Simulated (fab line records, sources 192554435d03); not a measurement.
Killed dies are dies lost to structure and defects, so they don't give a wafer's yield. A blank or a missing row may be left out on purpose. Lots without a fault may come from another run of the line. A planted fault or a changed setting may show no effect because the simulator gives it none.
Split-lot experiment | flow n5_finfet | 7 lots, 21 wafers read, on a route of 1938 steps

THE SPLIT
At N5_MOL_CONTACT_COAG_ETCHBACK_136 (etches SiO2 in CHF3, target depth 25 nm, time 16.7 s), the setting target_depth_a was moved away from the recipe's 250 angstrom on 10 of the 21 wafers read, by -8.9% to +8.3%. The other wafers ran this setting at the recipe's value.

FROM THE SPLIT TO THE READING: what the file shows between them, 1 step
- N5_MOL_CONTACT_COAG_STRIP_120: strips in CHF3

THE READING
MOL_CONTACT_COAG.feature_depth_nm (the simulator's own value, which no gauge read), in nm, at N5_MOL_CONTACT_COAG_VIA_ETCH_117 (etches SiO2 in C4F6/O2, target depth 40 nm, overetch 8 nm, time 26 s). The file gives no usual value for it. The 11 wafers here that ran the recipe average 39.9 nm, standard deviation 0.28 nm.

wafer  | tool, chamber at the split | target_depth_a as run, angstrom | against the recipe | MOL_CONTACT_COAG.feature_depth_nm, nm | against lot-mates on the recipe
L078.1 | rie_diel-06, 2,1           | 267.6                           | +7.0%              | 38.4                                  | -1.2
L078.2 | rie_diel-06, 2,1           | 267.6                           | +7.0%              | 38.4                                  | -1.2
L078.3 | rie_diel-06, 3             | 250                             | recipe             | 39.6                                  | -
L079.1 | rie_diel-04, 0,1           | 227.7                           | -8.9%              | 42.6                                  | +3.0
L079.3 | rie_diel-04, 3             | 250                             | recipe             | 39.6                                  | -
L079.4 | rie_diel-04, 0,1           | 227.7                           | -8.9%              | 42.4                                  | +2.8
L081.2 | rie_diel-06, 2             | 250                             | recipe             | 40.4                                  | -
L081.5 | rie_diel-06, 2             | 250                             | recipe             | 40.2                                  | -
L081.6 | rie_diel-06, 3             | 268.9                           | +7.6%              | 37.8                                  | -2.5
L085.2 | rie_diel-04, 2,0           | 236                             | -5.6%              | 41.2                                  | +1.4
L085.4 | rie_diel-04, 2,0           | 236                             | -5.6%              | 41.6                                  | +1.8
L085.6 | rie_diel-04, 3             | 250                             | recipe             | 39.8                                  | -
L087.1 | rie_diel-06, 3,1           | 270.7                           | +8.3%              | 37.8                                  | -2.4
L087.2 | rie_diel-06, 2             | 250                             | recipe             | 40.2                                  | -
L087.4 | rie_diel-06, 3,1           | 270.7                           | +8.3%              | 38.2                                  | -2.0
L091.1 | rie_diel-06, 0             | 229                             | -8.4%              | 42.2                                  | +2.2
L091.2 | rie_diel-06, 3,2           | 250                             | recipe             | 39.8                                  | -
L091.4 | rie_diel-06, 3,2           | 250                             | recipe             | 40.2                                  | -
L097.1 | rie_diel-02, 1,2,0         | 250                             | recipe             | 40.2                                  | -
L097.2 | rie_diel-02, 1,2,0         | 250                             | recipe             | 39.8                                  | -
L097.4 | rie_diel-02, 1,2,0         | 250                             | recipe             | 39.6                                  | -
Where a row lists several chambers, the file gives one row for several wafers and doesn't say which wafer went through which chamber.

THE FIT
A straight line over all 21 wafers: MOL_CONTACT_COAG.feature_depth_nm changes by -0.258 nm for each +1% of target_depth_a; r = -0.98; the points scatter about the line by 0.27 nm.
The same after taking each lot's own level away (the mean of its wafers on the recipe; 21 wafers): -0.274 nm for each +1%; r = -0.98; scatter 0.32 nm.
On that fit, the largest move of target_depth_a shifts the reading by 2.4 nm.
The lots' own levels span 39.60 to 40.30 nm, that is 2.5 times the standard deviation above.
So the lot-to-lot level changes the slope little: the two slopes agree.
Check: with one of the wafers moved furthest among these (-8.9%) left out of the fit, the line predicts +2.44 nm for it against its lot-mates. It came out at +3 nm against them.

OTHER SPLITS ON THESE WAFERS
These wafers also went through other splits before the reading. Each is held against what the fit with the lots' levels taken away leaves over:
other split on the same wafers       | wafers away from the commonest value | r with MOL_CONTACT_COAG.feature_depth_nm (lot level and that fit taken away)
N5_SD_EPI_N_EPI_21 epi_growth_time_s | 6                                    | +0.18
N5_SDB_COAT_05 spin_rpm              | 9                                    | -0.32
N5_SDB_ETCH_18 time_s                | 8                                    | -0.14
N5_SDB_ETCH_25 time_s                | 7                                    | +0.12
N5_GATE_CUT_ALD_22 ald_cycles        | 6                                    | -0.32
N5_MOL_CONTACT_COAG_PECVD_31 temp_c  | 5                                    | -0.10
N5_MOL_CONTACT_COAG_COAT_76 spin_rpm | 4                                    | +0.29

THE WHOLE CHAIN: every reading that the file lists as answering this split, in the file's order
step                             | what it does                                                         | reading                                                                            | change (the file's fit)               | r (the file's)
N5_MOL_CONTACT_COAG_VIA_ETCH_117 | etches SiO2 in C4F6/O2, target depth 40 nm, overetch 8 nm, time 26 s | etch.depth_nm (the simulator's own value, which no gauge read)                     | -0.277 nm for each +1% of the setting | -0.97
N5_MOL_CONTACT_COAG_VIA_ETCH_117 | etches SiO2 in C4F6/O2, target depth 40 nm, overetch 8 nm, time 26 s | MOL_CONTACT_COAG.feature_depth_nm (the simulator's own value, which no gauge read) | -0.277 nm for each +1% of the setting | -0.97

THE FILE'S OWN FIT
MOL_CONTACT_COAG.feature_depth_nm changes by -0.277 nm for each +1% of target_depth_a, r = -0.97.
